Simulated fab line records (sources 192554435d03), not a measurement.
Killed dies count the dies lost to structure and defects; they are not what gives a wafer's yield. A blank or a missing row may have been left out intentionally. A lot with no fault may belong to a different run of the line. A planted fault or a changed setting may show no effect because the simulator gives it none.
fab line records -- flow n5-finfet
[record] lots = 7, wafers = 21
route steps=1938 shown BEOL_M1@783 BEOL_M3@938 BEOL_M4@1053 BEOL_M5@1140
start-h: hours from the record's opening day to when the first of the lot's shown wafers began -- wait-h: time in hours since the lot's previous step -- " repeats the value in the row above -- L1.1+2: a row that stands for several wafers -- - no value, or no start was given -- * or withheld: withheld -- < > ~ a bound
route shown NAME@n: NAME is a module with steps in the file, n the number in the route of the first one -- usual: mean/standard deviation of fault-free wafers -- same: alike in all rows -- chamber/n: place in a boat -- sites: each site's reading -- _std_site: how widely they spread, as a standard deviation -- _edge_site: outer sites' mean less inner sites' -- radius-mm: for every site, how far away it sits from the centre of the wafer -- mask NAME#n: copy n -- behind: the most recent tool/chamber to have shaped the wafer -- hold: why the lot was held/for how many hours/how that ended -- device: whichever transistor did not switch (one of n, p or np) -- end of line: the same wafers' tests at the end of the route -- where a step has no rows: the recipe by itself -- killed: the dies lost at the first sort to structure and to defects; this is not the yield of the wafer -- map: the dies of a wafer, with x for killed, . for not killed, _ for no die there
set.NAME: setting as actually run; set.NAME@STEP: the setting as run at that earlier step -- model.NAME: the simulator's own value behind a step, which no gauge read
lots whose settings were changed on purpose; a table a step, a row a wafer
[[steps]]
[step N5_BEOL_M1_EXPOSE_25]
[recipe] mask-id = V0, na = 0.33, source-shape = quasar, sigma-inner = 0.2, sigma-outer = 0.8, polarization = unpolarized, defocus-nm = 5, target-cd-nm = 24, dose-mj = 63
lot.wafer,tool,chamber,start-h,wait-h,mask,set.dose-mj
L074.2+4+6,euv-scanner-01,0,124.47,-,V0#0,63
L075.2+5,euv-scanner-01,0,131.40,-,V0#0,67.57
L075.6,euv-scanner-01,0,131.40,-,V0#0,63
L080.1+4+5,euv-scanner-02,0,162.54,-,V0#0,65.36
L086.2,euv-scanner-01,0,204.54,-,V0#0,63
L086.4+5,euv-scanner-01,0,204.54,-,V0#0,58.34
L087.1+6,euv-scanner-02,0,208.42,-,V0#0,66.42
L087.2,euv-scanner-02,0,208.42,-,V0#0,63
L095.1+2+4,euv-scanner-02,0,254.39,-,V0#0,63
L096.1,euv-scanner-02,0,263.15,-,V0#0,60.75
L096.2+4,euv-scanner-02,0,263.15,-,V0#0,63
[step N5_BEOL_M1_PEB_26]
[recipe] peb-temp-c = 100, peb-time-s = 60, resist = CAR-EUV
[step N5_BEOL_M1_DEVELOP_27]
[recipe] develop-time-s = 30, developer = TMAH, resist = CAR-EUV, rinse-liquid = surfactant-rinse, dry = air-spin, dev-temp-c = 23
[step N5_BEOL_M1_CD_MEAS_28]
[recipe] landing-energy-ev = 500, detector = se-inlens, target-cd-y-nm = 23.3
[usual] cd-nm = 24.02/0.27
lot.wafer,tool,chamber,start-h,wait-h,set.dose-mj@BEOL_M1_EXPOSE_25,cd-nm
L074.2,cd-sem-02,0,124.61,-,63,23.72
L074.4,cd-sem-02,0,124.61,-,63,23.87
L074.6,cd-sem-02,0,124.61,-,63,24.13
L075.2,cd-sem-02,0,131.54,-,67.57,25.62
L075.5,cd-sem-02,0,131.54,-,67.57,25.34
L075.6,cd-sem-02,0,131.54,-,63,24.36
L080.1,cd-sem-03,0,162.69,-,65.36,24.84
L080.4,cd-sem-03,0,162.69,-,65.36,24.31
L080.5,cd-sem-03,0,162.69,-,65.36,24.24
L086.2,cd-sem-03,0,204.68,-,63,23.83
L086.4,cd-sem-03,0,204.68,-,58.34,22.55
L086.5,cd-sem-03,0,204.68,-,58.34,21.97
L087.1,cd-sem-01,0,208.57,-,66.42,25.43
L087.2,cd-sem-01,0,208.57,-,63,24.24
L087.6,cd-sem-01,0,208.57,-,66.42,25.40
L095.1,cd-sem-01,0,254.53,-,63,24.36
L095.2,cd-sem-01,0,254.53,-,63,23.90
L095.4,cd-sem-01,0,254.53,-,63,24.40
L096.1,cd-sem-02,0,263.30,-,60.75,23.81
L096.2,cd-sem-02,0,263.30,-,63,24.30
L096.4,cd-sem-02,0,263.30,-,63,24.24
[step N5_BEOL_M1_DESCUM_33]
[recipe] chemistry = O2, time-s = 7, source-power-w = 50, bias-power-w = 20, pressure-mtorr = 20, rf-frequency-hz = 2.712e+07, temp-c = 40, resist = CAR-EUV, o2-flow-sccm = 225
[step N5_BEOL_M1_ETCH_77]
[recipe] chemistry = N2/H2, target = underlayer, target-depth-a = 65, mask-material = CAR-EUV, time-s = 5.2, ion-energy-ev = 200, pressure-mtorr = 30, source-w = 840, bias-w = 150, n2-flow-sccm = 200, h2-flow-sccm = 200, ends = cleared
lot.wafer,tool,chamber,start-h,wait-h,set.spin-rpm@BEOL_M1_COAT_76,model.etch.depth-nm
L074.2,rie-diel-06,2,124.76,0.0,1500,5.025
L074.4,rie-diel-06,3,124.76,0.0,1500,5.023
L074.6,rie-diel-06,0,124.76,0.0,1500,5.019
L075.2,rie-diel-03,2,131.69,0.0,1624,4.797
L075.5,rie-diel-03,2,131.69,0.0,1500,4.992
L075.6,rie-diel-03,1,131.69,0.0,1624,4.796
L080.1,rie-diel-05,3,163.26,0.0,1500,5.014
L080.4,rie-diel-05,2,163.26,0.0,1647,4.783
L080.5,rie-diel-05,2,163.26,0.0,1647,4.79
L086.2,rie-diel-05,0,204.87,0.0,1629,4.792
L086.4,rie-diel-05,1,204.87,0.0,1500,5.008
L086.5,rie-diel-05,3,204.87,0.0,1629,4.789
L087.1,rie-diel-05,0,208.73,0.0,1500,5.005
L087.2,rie-diel-05,2,208.73,0.0,1500,5.006
L087.6,rie-diel-05,2,208.73,0.0,1500,4.996
L095.1,rie-diel-05,0,254.71,0.0,1500,4.996
L095.2,rie-diel-05,1,254.71,0.0,1500,4.994
L095.4,rie-diel-05,3,254.71,0.0,1500,5.003
L096.1,rie-diel-05,1,263.46,0.0,1371,5.264
L096.2,rie-diel-05,0,263.46,0.0,1500,5.04
L096.4,rie-diel-05,2,263.46,0.0,1371,5.26
[step N5_BEOL_M1_ETCH_69]
[recipe] chemistry = CF4, target = SiARC, target-depth-a = 156, mask-material = CAR-EUV, time-s = 26, ion-energy-ev = 80, pressure-mtorr = 40, source-w = 545, bias-w = 36, Ar_flow_sccm = 100, cf4-flow-sccm = 100, ends = cleared
[step N5_BEOL_M1_ALD_98]
[recipe] material = SiO2, target-thk-a = 25, temp-c = 100, ald-precursor-family = BDEAS, ald-co-reactant = O2-plasma, pulse-time-s = 1, co-reactant-pulse-time-s = 1, purge-time-s = 2, co-reactant-purge-time-s = 2, ald-cycles = 17, pressure-torr = 2
[step N5_BEOL_M1_STRIP_71]
[recipe] chemistry = N2/H2, temp-c = 40, n2-flow-sccm = 200, h2-flow-sccm = 200, rf-frequency-hz = 6e+07
[step N5_BEOL_M1_STRIP_78]
[recipe] chemistry = N2/H2, temp-c = 40, n2-flow-sccm = 200, h2-flow-sccm = 200, rf-frequency-hz = 6e+07
[step N5_BEOL_M1_VIA_ETCH_34]
[recipe] chemistry = C4F6/O2, target-depth-a = 678, mask-material = SOC, pressure-mtorr = 15, ion-energy-ev = 250, taper-deg = 4, time-s = 64.4, source-w = 350, bias-w = 170, Ar_flow_sccm = 300, C4F6_flow_sccm = 10, O2_flow_sccm = 10
lot.wafer,tool,chamber,start-h,wait-h,set.dose-mj@BEOL_M1_EXPOSE_25,model.BEOL_M1.cd-nm
L074.2+4,rie-diel-05,"1,3",125.58,0.0,63,18
L074.6,rie-diel-05,2,125.58,0.0,63,18.4
L075.2,rie-diel-03,0,139.56,0.0,67.57,19.6
L075.5,rie-diel-03,2,139.56,0.0,67.57,19.2
L075.6,rie-diel-03,1,139.56,0.0,63,18
L080.1+5,rie-diel-06,"3,2",164.39,0.0,65.36,18.4
L080.4,rie-diel-06,0,164.39,0.0,65.36,18.6
L086.2,rie-diel-05,0,206.36,0.0,63,18.2
L086.4+5,rie-diel-05,3,206.36,0.0,58.34,16.6
L087.1+6,rie-diel-03,3,211.59,0.0,66.42,19.4
L087.2,rie-diel-03,1,211.59,0.0,63,18
L095.1,rie-diel-06,0,256.78,0.0,63,17.8
L095.2,rie-diel-06,2,256.78,0.0,63,18
L095.4,rie-diel-06,3,256.78,0.0,63,18.2
L096.1,rie-diel-05,2,264.58,0.0,60.75,17.6
L096.2,rie-diel-05,3,264.58,0.0,63,18.2
L096.4,rie-diel-05,1,264.58,0.0,63,18.6
[step N5_BEOL_M1_SPUTTER_81]
[recipe] material = Cu, target-thk-a = 45, temp-c = -20, chamber-pressure-pa = 0.07, power-w = withheld, time-s = 8.29
lot.wafer,tool,chamber,start-h,wait-h,set.time-s,model.Cu_of_BEOL_M1_SPUTTER_81.thk-nm
L074.2+4+6,pvd-sputter-02,-,127.15,0.1,8.29,4.6
L075.2+5+6,pvd-sputter-02,-,141.58,0.1,8.29,4.6
L080.1,pvd-sputter-01,-,166.44,0.1,8.29,4.4
L080.4,pvd-sputter-01,-,166.44,0.1,9.111,5.2
L080.5,pvd-sputter-01,-,166.44,0.1,8.29,4.6
L086.2,pvd-sputter-03,-,209.87,0.1,9.355,-
L086.4+5,pvd-sputter-03,-,209.87,0.1,8.29,4.6
L087.1,pvd-sputter-01,-,215.41,0.1,8.29,4.4
L087.2+6,pvd-sputter-01,-,215.41,0.1,7.415,-
L095.1,pvd-sputter-03,-,258.66,0.1,9.147,5
L095.2,pvd-sputter-03,-,258.66,0.1,9.147,-
L095.4,pvd-sputter-03,-,258.66,0.1,8.29,4.6
L096.1+2+4,pvd-sputter-02,-,268.48,0.1,8.29,4.4
[step N5_BEOL_M3_COAT_05]
[recipe] resist = CAR-EUV, spin-rpm = 1500, resist-thk-nm = 30
lot.wafer,tool,chamber,start-h,wait-h,set.spin-rpm,model.CAR-EUV_of_BEOL_M3_COAT_05.thk-nm
L074.2+4+6,litho-track-03,0,-,-,1500,30.2
L075.2+5+6,litho-track-05,0,-,-,1500,30.2
L080.1+5,litho-track-03,0,-,-,1373,31.4
L080.4,litho-track-03,0,-,-,1500,30
L086.2+4+5,litho-track-05,0,-,-,1500,29.8
L087.1+2+6,litho-track-02,0,-,-,1500,30
L095.1,litho-track-05,0,-,-,1370,31.6
L095.2+4,litho-track-05,0,-,-,1370,31.4
L096.1,litho-track-02,0,-,-,1500,29.8
L096.2,litho-track-02,0,-,-,1500,30
L096.4,litho-track-02,0,-,-,1416,30.8
[step N5_BEOL_M3_EBR_07]
[recipe] solvent = PGMEA, ebr-width-mm = 1.5
[step N5_BEOL_M3_SOFTBAKE_06]
[recipe] temp-c = 110, time-s = 60, resist = CAR-EUV
[step N5_BEOL_M3_EXPOSE_08]
[recipe] mask-id = M3, na = 0.33, source-shape = dipole, sigma-inner = 0.369, sigma-outer = 0.767, polarization = unpolarized, dose-mj = 33
[step N5_BEOL_M3_PEB_09]
[recipe] peb-temp-c = 100, peb-time-s = 60, resist = CAR-EUV
[step N5_BEOL_M3_DEVELOP_10]
[recipe] develop-time-s = 30, developer = TMAH, resist = CAR-EUV, rinse-liquid = surfactant-rinse, dry = air-spin, dev-temp-c = 23
lot.wafer,tool,chamber,start-h,wait-h,set.spin-rpm@BEOL_M3_COAT_05,model.CAR-EUV_of_BEOL_M3_COAT_05.thk-nm
L074.2+6,litho-track-05,0,-,-,1500,29.8
L074.4,litho-track-05,0,-,-,1500,29.6
L075.2+5+6,litho-track-03,0,-,-,1500,29.8
L080.1+5,litho-track-05,0,-,-,1373,30.8
L080.4,litho-track-05,0,-,-,1500,29.6
L086.2+4+5,litho-track-03,0,-,-,1500,29.4
L087.1+2+6,litho-track-05,0,-,-,1500,29.6
L095.1+2+4,litho-track-03,0,-,-,1370,31
L096.1+2,litho-track-02,0,-,-,1500,29.4
L096.4,litho-track-02,0,-,-,1416,30.4
[step N5_BEOL_M3_ETCH_64]
[recipe] chemistry = N2/H2, target = SOC, target-depth-a = 750, overetch-a = 150, mask-material = SiARC, temp-c = 40, time-s = 112.5, ion-energy-ev = 200, pressure-mtorr = 30, source-w = 840, bias-w = 150, n2-flow-sccm = 200, h2-flow-sccm = 200
lot.wafer,tool,chamber,start-h,wait-h,set.time-s,model.SiARC_of_BEOL_M3_COAT_62.thk-nm
L074.2,rie-diel-05,0,141.47,0.0,112.5,7
L074.4+6,rie-diel-05,3,141.47,0.0,112.5,6.8
L075.2,rie-diel-06,3,155.77,0.0,112.5,6.8
L075.5,rie-diel-06,0,155.77,0.0,93.26,7.8
L075.6,rie-diel-06,2,155.77,0.0,93.26,7.6
L080.1,rie-diel-03,1,187.59,0.0,112.5,6.8
L080.4+5,rie-diel-03,0,187.59,0.0,124,6.2
L086.2,rie-diel-05,1,228.41,0.0,128.1,6
L086.4,rie-diel-05,3,228.41,0.0,112.5,6.8
L086.5,rie-diel-05,1,228.41,0.0,112.5,6.6
L087.1,rie-diel-05,3,243.62,0.0,112.5,6.8
L087.2+6,rie-diel-05,1,243.62,0.0,99.44,7.4
L095.1,rie-diel-03,0,277.93,0.0,134.8,5.6
L095.2,rie-diel-03,3,277.93,0.0,134.8,5.8
L095.4,rie-diel-03,2,277.93,0.0,112.5,7
L096.1+2,rie-diel-03,"3,2",298.73,0.0,96.27,7.6
L096.4,rie-diel-03,0,298.73,0.0,112.5,6.6
[step N5_BEOL_M3_STRIP_65]
[recipe] chemistry = N2/H2, temp-c = 40, n2-flow-sccm = 200, h2-flow-sccm = 200, rf-frequency-hz = 6e+07
[step N5_BEOL_M3_STRIP_75]
[recipe] chemistry = N2/H2, temp-c = 40, n2-flow-sccm = 200, h2-flow-sccm = 200, rf-frequency-hz = 6e+07
[step N5_BEOL_M3_STRIP_66]
[recipe] chemistry = CF4, resist = SiARC, power-w = 300, bias-power-w = 75, pressure-mtorr = 50, cf4-flow-sccm = 150, rf-frequency-hz = 6e+07
[step N5_BEOL_M3_HM_OPEN_17]
[recipe] chemistry = Cl2/BCl3, target-depth-a = 200, overetch-a = 60, target = TiN, mask-material = SOC, ion-energy-ev = 150, pressure-mtorr = 10, icp-w = 1000, bias-w = 126, Cl2_flow_sccm = 53.25, bcl3-flow-sccm = 21.75, Ar_flow_sccm = 25
lot.wafer,tool,chamber,start-h,wait-h,set.time-s@BEOL_M3_ETCH_64,model.etch.depth-nm
L074.2,rie-metal-03,0,141.67,0.1,112.5,20.01
L074.4,rie-metal-03,0,141.67,0.1,112.5,19.88
L074.6,rie-metal-03,0,141.67,0.1,112.5,19.91
L075.2,rie-metal-02,0,155.94,0.0,112.5,19.79
L075.5,rie-metal-02,1,155.94,0.0,93.26,19.75
L075.6,rie-metal-02,0,155.94,0.0,93.26,19.9
L080.1,rie-metal-01,1,187.76,0.0,112.5,19.97
L080.4,rie-metal-01,1,187.76,0.0,124,18.78
L080.5,rie-metal-01,1,187.76,0.0,124,18.91
L086.2,rie-metal-03,1,228.58,0.0,128.1,18.32
L086.4,rie-metal-03,1,228.58,0.0,112.5,19.83
L086.5,rie-metal-03,1,228.58,0.0,112.5,19.74
L087.1,rie-metal-02,1,243.79,0.0,112.5,20.26
L087.2,rie-metal-02,0,243.79,0.0,99.44,20.33
L087.6,rie-metal-02,0,243.79,0.0,99.44,20.22
L095.1,rie-metal-02,1,278.10,0.0,134.8,17.62
L095.2,rie-metal-02,0,278.10,0.0,134.8,17.7
L095.4,rie-metal-02,0,278.10,0.0,112.5,19.93
L096.1,rie-metal-03,1,298.90,0.0,96.27,20.07
L096.2,rie-metal-03,0,298.90,0.0,96.27,20.16
L096.4,rie-metal-03,0,298.90,0.0,112.5,20
[step N5_BEOL_M4_EXPOSE_25]
[recipe] mask-id = V3, na = 0.33, source-shape = quasar, sigma-inner = 0.2, sigma-outer = 0.8, polarization = unpolarized, defocus-nm = 5, dose-mj = 63
lot.wafer,tool,chamber,start-h,wait-h,mask,set.dose-mj
L074.2+4+6,euv-scanner-02,0,149.80,-,V3#0,63
L075.2,euv-scanner-01,0,168.82,-,V3#0,60.78
L075.5+6,euv-scanner-01,0,168.82,-,V3#0,63
L080.1,euv-scanner-01,0,200.55,-,V3#0,60.15
L080.4+5,euv-scanner-01,0,200.55,-,V3#0,63
L086.2+5,euv-scanner-02,0,243.15,-,V3#0,58.28
L086.4,euv-scanner-02,0,243.15,-,V3#0,63
L087.1+6,euv-scanner-02,0,255.61,-,V3#0,67.58
L087.2,euv-scanner-02,0,255.61,-,V3#0,63
L095.1+4,euv-scanner-01,0,290.97,-,V3#0,63
L095.2,euv-scanner-01,0,290.97,-,V3#0,65.09
L096.1+2+4,euv-scanner-01,0,315.59,-,V3#0,63
[step N5_BEOL_M4_PEB_26]
[recipe] peb-temp-c = 100, peb-time-s = 60, resist = CAR-EUV
[step N5_BEOL_M4_DEVELOP_27]
[recipe] develop-time-s = 30, developer = TMAH, resist = CAR-EUV, rinse-liquid = surfactant-rinse, dry = air-spin, dev-temp-c = 23
[step N5_BEOL_M4_CD_MEAS_28]
[recipe] target-cd-nm = 26.2, landing-energy-ev = 500, detector = se-inlens, target-cd-y-nm = 24.1, polarity = opening
[usual] cd-nm = 26.17/0.23
lot.wafer,tool,chamber,start-h,wait-h,set.dose-mj@BEOL_M4_EXPOSE_25,cd-nm
L074.2,cd-sem-03,0,149.94,-,63,26.41
L074.4,cd-sem-03,0,149.94,-,63,26.45
L074.6,cd-sem-03,0,149.94,-,63,26.42
L075.2,cd-sem-01,0,168.96,-,60.78,25.30
L075.5,cd-sem-01,0,168.96,-,63,26.03
L075.6,cd-sem-01,0,168.96,-,63,26.28
L080.1,cd-sem-01,0,200.69,-,60.15,24.98
L080.4,cd-sem-01,0,200.69,-,63,25.84
L080.5,cd-sem-01,0,200.69,-,63,26.44
L086.2,cd-sem-02,0,243.29,-,58.28,24.81
L086.4,cd-sem-02,0,243.29,-,63,26.32
L086.5,cd-sem-02,0,243.29,-,58.28,24.58
L087.1,cd-sem-01,0,255.76,-,67.58,27.30
L087.2,cd-sem-01,0,255.76,-,63,26.09
L087.6,cd-sem-01,0,255.76,-,67.58,27.55
L095.1,cd-sem-02,0,291.11,-,63,26.03
L095.2,cd-sem-02,0,291.11,-,65.09,26.96
L095.4,cd-sem-02,0,291.11,-,63,25.88
L096.1,cd-sem-03,0,315.74,-,63,26.12
L096.2,cd-sem-03,0,315.74,-,63,26.09
L096.4,cd-sem-03,0,315.74,-,63,26.00
[step N5_BEOL_M5_COAT_66]
[recipe] resist = SiARC, temp-c = 220, time-s = 60, spin-rpm = 1500, resist-thk-nm = 12
lot.wafer,tool,chamber,start-h,wait-h,set.spin-rpm,model.SiARC_of_BEOL_M5_COAT_66.thk-nm
L074.2+4+6,litho-track-02,0,-,-,1500,12
L075.2+5,litho-track-02,0,-,-,1560,11.8
L075.6,litho-track-02,0,-,-,1500,12
L080.1+5,litho-track-05,0,-,-,1379,12.6
L080.4,litho-track-05,0,-,-,1500,12
L086.2+4+5,litho-track-02,0,-,-,1500,12
L087.1+2+6,litho-track-05,0,-,-,1500,12
L095.1+2+4,litho-track-04,0,-,-,1500,12
L096.1+4,litho-track-05,0,-,-,1500,12
L096.2,litho-track-05,0,-,-,1364,12.6
[[key]]
[split] step = N5_BEOL_M1_EXPOSE_25, setting = dose-mj, stated = 63, by = wafer
[response] step = N5_BEOL_M1_CD_MEAS_28, reading = cd-nm, change = +0.186, per = 1%, r = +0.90
[response] step = N5_BEOL_M1_VIA_ETCH_34, reading = model.BEOL_M1.cd-nm, change = +0.217, per = 1%, r = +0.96
[split] step = N5_BEOL_M1_SPUTTER_81, setting = time-s, stated = 8.29, by = wafer
[response] step = N5_BEOL_M1_SPUTTER_81, reading = model.Cu_of_BEOL_M1_SPUTTER_81.thk-nm, change = +0.0563, per = 1%, r = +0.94
[split] step = N5_BEOL_M3_COAT_05, setting = spin-rpm, stated = 1500, by = wafer
[response] step = N5_BEOL_M3_COAT_05, reading = model.CAR-EUV_of_BEOL_M3_COAT_05.thk-nm, change = -0.164, per = 1%, r = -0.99
[response] step = N5_BEOL_M3_DEVELOP_10, reading = model.CAR-EUV_of_BEOL_M3_COAT_05.thk-nm, change = -0.153, per = 1%, r = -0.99
[split] step = N5_BEOL_M3_ETCH_64, setting = time-s, stated = 112.5, by = wafer
[response] step = N5_BEOL_M3_ETCH_64, reading = model.SiARC_of_BEOL_M3_COAT_62.thk-nm, change = -0.0592, per = 1%, r = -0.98
[response] step = N5_BEOL_M3_HM_OPEN_17, reading = model.etch.depth-nm, shape = bent, at-lowest = 19.82, at-stated = 19.93, at-highest = 17.66
[split] step = N5_BEOL_M4_EXPOSE_25, setting = dose-mj, stated = 63, by = wafer
[response] step = N5_BEOL_M4_CD_MEAS_28, reading = cd-nm, change = +0.218, per = 1%, r = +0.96
[split] step = N5_BEOL_M5_COAT_66, setting = spin-rpm, stated = 1500, by = wafer
[response] step = N5_BEOL_M5_COAT_66, reading = model.SiARC_of_BEOL_M5_COAT_66.thk-nm, change = -0.0679, per = 1%, r = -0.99
split outside-this-file step=N5_BEOL_M1_COAT_76 setting=spin-rpm
// split outside-this-file: this setting was split too, and the file shows its column; the key of that split is in another file
